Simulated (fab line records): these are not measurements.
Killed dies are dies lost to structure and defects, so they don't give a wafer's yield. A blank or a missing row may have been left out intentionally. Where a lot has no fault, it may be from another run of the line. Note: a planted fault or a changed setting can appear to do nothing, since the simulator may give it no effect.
Which tool is to blame? / flow nandHarc / Sampling: 15 lots, 45 wafers, 6 of 1159 route steps

== WHAT THE GAUGES READ, wafer by wafer ==
NHARC_A_BONDPAD_OVL_MEAS_35. Usual: overlayXNm 1 nm, standard deviation 6.2; overlayYNm 0 nm, standard deviation 5.7.
lot=L662; measured=day 18 03:00; on=overlay-01; overlayXNm (nm)=6 6 6; overlayYNm (nm)=8 9 8; flag=
lot=L661; measured=day 18 04:08; on=overlay-02; overlayXNm (nm)=-9 -9 -10; overlayYNm (nm)=0 0 0; flag=
lot=L664; measured=day 18 06:37; on=overlay-02; overlayXNm (nm)=11 10 11; overlayYNm (nm)=-2 -2 -1; flag=
lot=L665; measured=day 18 08:07; on=overlay-02; overlayXNm (nm)=3 2 3; overlayYNm (nm)=-2 -2 -1; flag=
lot=L663; measured=day 18 17:11; on=overlay-01; overlayXNm (nm)=-1 -1 -2; overlayYNm (nm)=3 4 3; flag=
lot=L667; measured=day 18 22:52; on=overlay-02; overlayXNm (nm)=1 2 1; overlayYNm (nm)=-5 -5 -5; flag=
lot=L668; measured=day 19 18:21; on=overlay-01; overlayXNm (nm)=-1 -1 -2; overlayYNm (nm)=-1 -2 -2; flag=
lot=L671; measured=day 19 23:06; on=overlay-01; overlayXNm (nm)=11 10 10; overlayYNm (nm)=-6 -6 -6; flag=
lot=L676; measured=day 21 22:20; on=overlay-02; overlayXNm (nm)=-10 -10 -10; overlayYNm (nm)=0 -1 0; flag=
lot=L675; measured=day 21 22:25; on=overlay-01; overlayXNm (nm)=4 4 5; overlayYNm (nm)=-4 -4 -3; flag=
lot=L677; measured=day 21 22:43; on=overlay-02; overlayXNm (nm)=0 0 0; overlayYNm (nm)=-7 -7 -7; flag=
lot=L681; measured=day 22 08:43; on=overlay-01; overlayXNm (nm)=1 1 1; overlayYNm (nm)=-3 -3 -3; flag=
lot=L683; measured=day 23 02:05; on=overlay-01; overlayXNm (nm)=-13 -12 -12; overlayYNm (nm)=4 3 4; flag=
lot=L682; measured=day 23 02:23; on=overlay-02; overlayXNm (nm)=-4 -4 -4; overlayYNm (nm)=-14 -14 -14; flag=
lot=L684; measured=day 23 15:53; on=overlay-01; overlayXNm (nm)=3 3 2; overlayYNm (nm)=3 3 3; flag=

NHARC_A_BONDPAD_THK_MEAS_20: measures by xrf. Usual: thkNm 169.8 nm, standard deviation 1.8.
lot=L662; measured=day 18 05:28; on=filmMetro-02; thkNm (nm)=172.1 168.4 171.5; flag=
lot=L661; measured=day 18 06:35; on=filmMetro-02; thkNm (nm)=168.1 169.8 166.7; flag=
lot=L664; measured=day 18 09:05; on=filmMetro-01; thkNm (nm)=166.8 170.5 167.8; flag=
lot=L665; measured=day 18 10:38; on=filmMetro-02; thkNm (nm)=171.0 170.1 167.7; flag=
lot=L663; measured=day 18 19:40; on=filmMetro-01; thkNm (nm)=169.0 170.2 172.8; flag=
lot=L667; measured=day 19 01:23; on=filmMetro-02; thkNm (nm)=168.7 169.6 169.3; flag=
lot=L668; measured=day 19 21:21; on=filmMetro-02; thkNm (nm)=169.6 169.6 173.3; flag=
lot=L671; measured=day 20 01:34; on=filmMetro-02; thkNm (nm)=170.2 172.7 170.5; flag=
lot=L676; measured=day 22 00:51; on=filmMetro-01; thkNm (nm)=397.4 387.5 397.9; flag=OFF
lot=L675; measured=day 22 01:05; on=filmMetro-02; thkNm (nm)=397.4 402.2 395.3; flag=OFF
lot=L677; measured=day 22 01:23; on=filmMetro-01; thkNm (nm)=401.7 396.2 400.8; flag=OFF
lot=L681; measured=day 22 11:12; on=filmMetro-02; thkNm (nm)=169.9 169.7 170.2; flag=
lot=L683; measured=day 23 04:40; on=filmMetro-02; thkNm (nm)=170.6 171.2 170.0; flag=
lot=L682; measured=day 23 04:52; on=filmMetro-02; thkNm (nm)=172.9 172.6 170.0; flag=
lot=L684; measured=day 23 18:21; on=filmMetro-01; thkNm (nm)=168.4 170.2 166.8; flag=

NHARC_A_BONDPAD_INSPECT_23. Usual: rawDefectCount 464, standard deviation 100.
lot=L662; measured=day 18 05:40; on=defectInspect-01; rawDefectCount=556 420 528; flag=
lot=L661; measured=day 18 06:49; on=defectInspect-01; rawDefectCount=412 349 452; flag=
lot=L664; measured=day 18 09:19; on=defectInspect-02; rawDefectCount=454 429 644; flag=
lot=L665; measured=day 18 10:51; on=defectInspect-02; rawDefectCount=641 463 680; flag=
lot=L663; measured=day 18 19:52; on=defectInspect-02; rawDefectCount=384 455 583; flag=
lot=L667; measured=day 19 01:35; on=defectInspect-01; rawDefectCount=482 373 387; flag=
lot=L668; measured=day 19 21:34; on=defectInspect-01; rawDefectCount=386 371 287; flag=
lot=L671; measured=day 20 01:47; on=defectInspect-02; rawDefectCount=434 507 441; flag=
lot=L676; measured=day 22 01:04; on=defectInspect-01; rawDefectCount=3395 3274 3233; flag=OFF
lot=L675; measured=day 22 01:19; on=defectInspect-01; rawDefectCount=3038 3183 3224; flag=OFF
lot=L677; measured=day 22 01:37; on=defectInspect-01; rawDefectCount=3226 3128 3214; flag=OFF
lot=L681; measured=day 22 11:25; on=defectInspect-02; rawDefectCount=701 453 563; flag=
lot=L683; measured=day 23 04:53; on=defectInspect-02; rawDefectCount=496 458 461; flag=
lot=L682; measured=day 23 05:05; on=defectInspect-01; rawDefectCount=442 558 677; flag=
lot=L684; measured=day 23 18:35; on=defectInspect-01; rawDefectCount=392 378 399; flag=

== WHAT TOOL EACH LOT RAN ON (gives the tool, then ch and the chambers of the sampled wafers, and finally the start) ==
lot=L662; NHARC_A_BONDPAD_DEGAS_25=pvdSputter-02, day 18 04:04; NHARC_A_BONDPAD_PRE_CLEAN_26=pvdSputter-02, day 18 05:08 or earlier; NHARC_A_BONDPAD_CMP_19=cmp-02 ch 1,2, day 18 05:08
lot=L661; NHARC_A_BONDPAD_DEGAS_25=pvdSputter-02, day 18 05:11; NHARC_A_BONDPAD_PRE_CLEAN_26=pvdSputter-02, day 18 06:20 or earlier; NHARC_A_BONDPAD_CMP_19=cmp-02 ch 0,2,3, day 18 06:20
lot=L664; NHARC_A_BONDPAD_DEGAS_25=pvdSputter-03, day 18 07:41; NHARC_A_BONDPAD_PRE_CLEAN_26=pvdSputter-03, day 18 08:48 or earlier; NHARC_A_BONDPAD_CMP_19=cmp-03 ch 1,2, day 18 08:48
lot=L665; NHARC_A_BONDPAD_DEGAS_25=pvdSputter-02, day 18 09:11; NHARC_A_BONDPAD_PRE_CLEAN_26=pvdSputter-02, day 18 10:18 or earlier; NHARC_A_BONDPAD_CMP_19=cmp-02 ch 0,1,3, day 18 10:18
lot=L663; NHARC_A_BONDPAD_DEGAS_25=pvdSputter-02, day 18 18:15; NHARC_A_BONDPAD_PRE_CLEAN_26=pvdSputter-02, day 18 19:20 or earlier; NHARC_A_BONDPAD_CMP_19=cmp-04 ch 0,1,2, day 18 19:20
lot=L667; NHARC_A_BONDPAD_DEGAS_25=pvdSputter-02, day 18 23:59; NHARC_A_BONDPAD_PRE_CLEAN_26=pvdSputter-02, day 19 01:06 or earlier; NHARC_A_BONDPAD_CMP_19=cmp-03 ch 1,2, day 19 01:06
lot=L668; NHARC_A_BONDPAD_DEGAS_25=pvdSputter-03, day 19 19:26; NHARC_A_BONDPAD_PRE_CLEAN_26=pvdSputter-03, day 19 21:02 or earlier; NHARC_A_BONDPAD_CMP_19=cmp-04 ch 1,2, day 19 21:02
lot=L671; NHARC_A_BONDPAD_DEGAS_25=pvdSputter-01, day 20 00:10; NHARC_A_BONDPAD_PRE_CLEAN_26=pvdSputter-01, day 20 01:18 or earlier; NHARC_A_BONDPAD_CMP_19=cmp-03 ch 1,2,3, day 20 01:18
lot=L676; NHARC_A_BONDPAD_DEGAS_25=pvdSputter-03, day 21 23:26; NHARC_A_BONDPAD_PRE_CLEAN_26=pvdSputter-03, day 22 00:32 or earlier; NHARC_A_BONDPAD_CMP_19=cmp-02 ch 0,2, day 22 00:32
lot=L675; NHARC_A_BONDPAD_DEGAS_25=pvdSputter-01, day 21 23:32; NHARC_A_BONDPAD_PRE_CLEAN_26=pvdSputter-01, day 22 00:46 or earlier; NHARC_A_BONDPAD_CMP_19=cmp-03 ch 2,3, day 22 00:46
lot=L677; NHARC_A_BONDPAD_DEGAS_25=pvdSputter-03, day 21 23:47; NHARC_A_BONDPAD_PRE_CLEAN_26=pvdSputter-03, day 22 01:04 or earlier; NHARC_A_BONDPAD_CMP_19=cmp-02 ch 0,1,3, day 22 01:04
lot=L681; NHARC_A_BONDPAD_DEGAS_25=pvdSputter-02, day 22 09:47; NHARC_A_BONDPAD_PRE_CLEAN_26=pvdSputter-02, day 22 10:56 or earlier; NHARC_A_BONDPAD_CMP_19=cmp-03 ch 0,1,2, day 22 10:56
lot=L683; NHARC_A_BONDPAD_DEGAS_25=pvdSputter-01, day 23 03:15; NHARC_A_BONDPAD_PRE_CLEAN_26=pvdSputter-01, day 23 04:20 or earlier; NHARC_A_BONDPAD_CMP_19=cmp-03 ch 0,1, day 23 04:20
lot=L682; NHARC_A_BONDPAD_DEGAS_25=pvdSputter-03, day 23 03:27; NHARC_A_BONDPAD_PRE_CLEAN_26=pvdSputter-03, day 23 04:37 or earlier; NHARC_A_BONDPAD_CMP_19=cmp-02 ch 1,2,3, day 23 04:37
lot=L684; NHARC_A_BONDPAD_DEGAS_25=pvdSputter-02, day 23 16:58; NHARC_A_BONDPAD_PRE_CLEAN_26=pvdSputter-02, day 23 18:02 or earlier; NHARC_A_BONDPAD_CMP_19=cmp-02 ch 1,2,3, day 23 18:02
- NHARC_A_BONDPAD_DEGAS_25: time 60 s.
- NHARC_A_BONDPAD_PRE_CLEAN_26: time 30 s.
- NHARC_A_BONDPAD_CMP_19: polishes, t overpolish 30 s, cu recess touch 16 s, target thk 169.8 nm.

== AS READ BY THE TOOLS THEMSELVES (means over the sampled wafers that have a number; for cases with no such wafer, the mark the record gives instead) ==
NHARC_A_BONDPAD_DEGAS_25. Usual: heaterPowerW 437 W, standard deviation 48.
lot=L662; tool=pvdSputter-02; heaterPowerW (W)=392; flag=
lot=L661; tool=pvdSputter-02; heaterPowerW (W)=428; flag=
lot=L664; tool=pvdSputter-03; heaterPowerW (W)=453; flag=
lot=L665; tool=pvdSputter-02; heaterPowerW (W)=425; flag=
lot=L663; tool=pvdSputter-02; heaterPowerW (W)=411; flag=
lot=L667; tool=pvdSputter-02; heaterPowerW (W)=415; flag=
lot=L668; tool=pvdSputter-03; heaterPowerW (W)=467; flag=
lot=L671; tool=pvdSputter-01; heaterPowerW (W)=464; flag=
lot=L676; tool=pvdSputter-03; heaterPowerW (W)=431; flag=
lot=L675; tool=pvdSputter-01; heaterPowerW (W)=452; flag=
lot=L677; tool=pvdSputter-03; heaterPowerW (W)=443; flag=
lot=L681; tool=pvdSputter-02; heaterPowerW (W)=414; flag=
lot=L683; tool=pvdSputter-01; heaterPowerW (W)=445; flag=
lot=L682; tool=pvdSputter-03; heaterPowerW (W)=453; flag=
lot=L684; tool=pvdSputter-02; heaterPowerW (W)=428; flag=

NHARC_A_BONDPAD_PRE_CLEAN_26. Usual: heaterPowerW 386 W, standard deviation 42.
lot=L662; tool=pvdSputter-02; heaterPowerW (W)=361; flag=
lot=L661; tool=pvdSputter-02; heaterPowerW (W)=382; flag=
lot=L664; tool=pvdSputter-03; heaterPowerW (W)=387; flag=
lot=L665; tool=pvdSputter-02; heaterPowerW (W)=374; flag=
lot=L663; tool=pvdSputter-02; heaterPowerW (W)=387; flag=
lot=L667; tool=pvdSputter-02; heaterPowerW (W)=391; flag=
lot=L668; tool=pvdSputter-03; heaterPowerW (W)=399; flag=
lot=L671; tool=pvdSputter-01; heaterPowerW (W)=353; flag=
lot=L676; tool=pvdSputter-03; heaterPowerW (W)=379; flag=
lot=L675; tool=pvdSputter-01; heaterPowerW (W)=445; flag=
lot=L677; tool=pvdSputter-03; heaterPowerW (W)=397; flag=
lot=L681; tool=pvdSputter-02; heaterPowerW (W)=365; flag=
lot=L683; tool=pvdSputter-01; heaterPowerW (W)=334; flag=
lot=L682; tool=pvdSputter-03; heaterPowerW (W)=410; flag=
lot=L684; tool=pvdSputter-02; heaterPowerW (W)=390; flag=

NHARC_A_BONDPAD_CMP_19. Usual: edgeZonePressureFrac 1.000, standard deviation 0.0047; motorCurrentA 12.4 A, standard deviation 1.3; overpolishRunS 29.999 s, standard deviation 0.009.
lot=L662; tool=cmp-02; edgeZonePressureFrac=0.996; motorCurrentA (A)=11.7; overpolishRunS (s)=29.990; flag=
lot=L661; tool=cmp-02; edgeZonePressureFrac=0.997; motorCurrentA (A)=13.1; overpolishRunS (s)=30.009; flag=
lot=L664; tool=cmp-03; edgeZonePressureFrac=1.000; motorCurrentA (A)=12.2; overpolishRunS (s)=30.008; flag=
lot=L665; tool=cmp-02; edgeZonePressureFrac=1.001; motorCurrentA (A)=12.9; overpolishRunS (s)=30.004; flag=
lot=L663; tool=cmp-04; edgeZonePressureFrac=1.003; motorCurrentA (A)=12.4; overpolishRunS (s)=29.999; flag=
lot=L667; tool=cmp-03; edgeZonePressureFrac=1.003; motorCurrentA (A)=12.0; overpolishRunS (s)=29.993; flag=
lot=L668; tool=cmp-04; edgeZonePressureFrac=0.999; motorCurrentA (A)=12.3; overpolishRunS (s)=30.008; flag=
lot=L671; tool=cmp-03; edgeZonePressureFrac=0.998; motorCurrentA (A)=12.9; overpolishRunS (s)=29.992; flag=
lot=L676; tool=cmp-02; edgeZonePressureFrac=-; motorCurrentA (A)=-; overpolishRunS (s)=-; flag=OFF
lot=L675; tool=cmp-03; edgeZonePressureFrac=-; motorCurrentA (A)=-; overpolishRunS (s)=-; flag=OFF
lot=L677; tool=cmp-02; edgeZonePressureFrac=-; motorCurrentA (A)=-; overpolishRunS (s)=-; flag=OFF
lot=L681; tool=cmp-03; edgeZonePressureFrac=1.001; motorCurrentA (A)=11.5; overpolishRunS (s)=29.997; flag=
lot=L683; tool=cmp-03; edgeZonePressureFrac=1.003; motorCurrentA (A)=11.3; overpolishRunS (s)=29.993; flag=
lot=L682; tool=cmp-02; edgeZonePressureFrac=0.997; motorCurrentA (A)=12.3; overpolishRunS (s)=30.000; flag=
lot=L684; tool=cmp-02; edgeZonePressureFrac=1.003; motorCurrentA (A)=12.2; overpolishRunS (s)=29.994; flag=

== THE ANSWER, worked out from the rows above alone ==
Rule: a lot counts as off when the mean over its wafers that have a number is more than 3 standard deviations away from the usual mean. A lot without any number at a reading at which 4 lots or more have one is off too. Any other lot the step has rows for is counted as sound. After the gauges, taken in route order, come the tools' own readings; for these a lot's mean is taken, as printed above. The first step at which some lot is off is used, and at that step the reading that is off furthest; a lot without a number counts as furthest.
Off at NHARC_A_BONDPAD_THK_MEAS_20 (thkNm): L676, L675, L677.
If a tool, at a process step before that reading, ran all the lots that are off and no sound lot after the first of them, it fits. The gauges at NHARC_A_BONDPAD_THK_MEAS_20 aren't tried: what is off there is off at NHARC_A_BONDPAD_INSPECT_23 too, on other tools, and a gauge's error can't cause that. NHARC_A_BONDPAD_PRE_CLEAN_26 gives no start for some lots, so the hours and the order of its lots are those of NHARC_A_BONDPAD_CMP_19. Of those tried, none fits.

== WHAT THE SIMULATOR HAD INSERTED ==
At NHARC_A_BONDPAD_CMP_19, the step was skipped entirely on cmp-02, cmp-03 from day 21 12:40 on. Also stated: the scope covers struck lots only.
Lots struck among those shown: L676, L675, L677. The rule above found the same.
